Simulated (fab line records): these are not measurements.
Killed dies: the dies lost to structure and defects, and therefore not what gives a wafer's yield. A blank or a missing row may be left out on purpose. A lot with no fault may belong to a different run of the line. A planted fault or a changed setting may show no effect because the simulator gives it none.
Which tool is to blame? -- flow n5-finfet -- 9 lots, 27 wafers sampled, at 4 steps of a route of 1938

## WHAT THE GAUGES SHOWED, per wafer
N5_SDB_CD_MEAS_11 targets a cd of 50 nm.
lot,measured,on,cd-nm (nm)
L381,day 4 11:25,cd-sem-02,49.4 50.1 51.0
L382,day 4 18:26,cd-sem-01,51.1 50.6 50.1
L384,day 5 08:50,cd-sem-01,49.4 49.2 49.3
L387,day 6 03:22,cd-sem-02,50.1 49.5 49.3
L388,day 6 08:02,cd-sem-02,51.0 51.2 50.7
L396,day 8 07:02,cd-sem-01,51.4 50.7 50.1
L398,day 8 16:55,cd-sem-01,50.6 51.8 50.7
L401,day 9 12:19,cd-sem-03,50.2 50.3 50.2
L395,day 9 15:10,cd-sem-03,52.5 50.8 52.0

## WHAT TOOL EACH LOT RAN ON (gives the tool, then ch and the chambers of the sampled wafers, and finally the start)
lot,N5_ILD0_CMP_03,N5_ILD0_CMP_12,N5_SDB_HM_DEP_00
L381,"cmp-01 ch 0,2, day 4 07:13","cmp-04 ch 1,2, day 4 10:43","pecvd-04 ch 0,1, day 4 11:05"
L382,"cmp-04 ch 0,2,3, day 4 13:55","cmp-03 ch 0,1,2, day 4 17:40","pecvd-03 ch 0,1,2, day 4 17:59"
L384,"cmp-04 ch 0,1,2, day 5 04:06","cmp-04 ch 0,1, day 5 08:04","pecvd-03 ch 0,1,2, day 5 08:23"
L387,"cmp-03 ch 0,1,2, day 5 23:01","cmp-01 ch 0,3, day 6 02:33","pecvd-03 ch 0,1,2, day 6 02:55"
L388,"cmp-01 ch 0,1,2, day 6 03:28","cmp-03 ch 0,1, day 6 07:14","pecvd-03 ch 0,1, day 6 07:33"
L396,"cmp-01 ch 2,3, day 8 02:49","cmp-04 ch 1,2,3, day 8 06:21","pecvd-04 ch 0,1,2, day 8 06:43"
L398,"cmp-03 ch 0,3, day 8 12:23","cmp-04 ch 1,3, day 8 16:09","pecvd-04 ch 1,2, day 8 16:28"
L401,"cmp-04 ch 0,3, day 9 08:00","cmp-03 ch 0,1, day 9 11:32","pecvd-03 ch 0,2, day 9 11:52"
L395,"cmp-01 ch 0,3, day 9 10:57","cmp-04 ch 1,2, day 9 14:29","pecvd-03 ch 0,1,2, day 9 14:50"
- N5_ILD0_CMP_03: polishes, stops on SiNx, t overpolish 1.9 s, target thk 197.38 nm.
- N5_ILD0_CMP_12: polishes SiNx, stops on poly-Si, t overpolish 6 s, target thk 17.67 nm.
- N5_SDB_HM_DEP_00: deposits SiNx from SiH4/NH3/N2, target thk 40 nm, time 35.3 s.

## THE ANSWER, worked out from the rows above alone
Rule: the lots themselves supply what counts as usual. Put in order of their means at a reading, lots are off if they are a third of the lots or fewer, leave a main group of 4 or more, and stand apart from it by a gap of 3 or more times the standard deviation of the main group's means; of several such gaps the widest counts. The tables above print the reading to a certain number of digits; a main group whose means all agree to those digits is not used. Also off: a lot with no number at a reading for which 4 or more lots have one. All remaining lots with rows at the step are treated as sound.
Nothing can be told from this: no lot is off at any reading shown.

## WHAT WAS PUT IN BY THE SIMULATOR
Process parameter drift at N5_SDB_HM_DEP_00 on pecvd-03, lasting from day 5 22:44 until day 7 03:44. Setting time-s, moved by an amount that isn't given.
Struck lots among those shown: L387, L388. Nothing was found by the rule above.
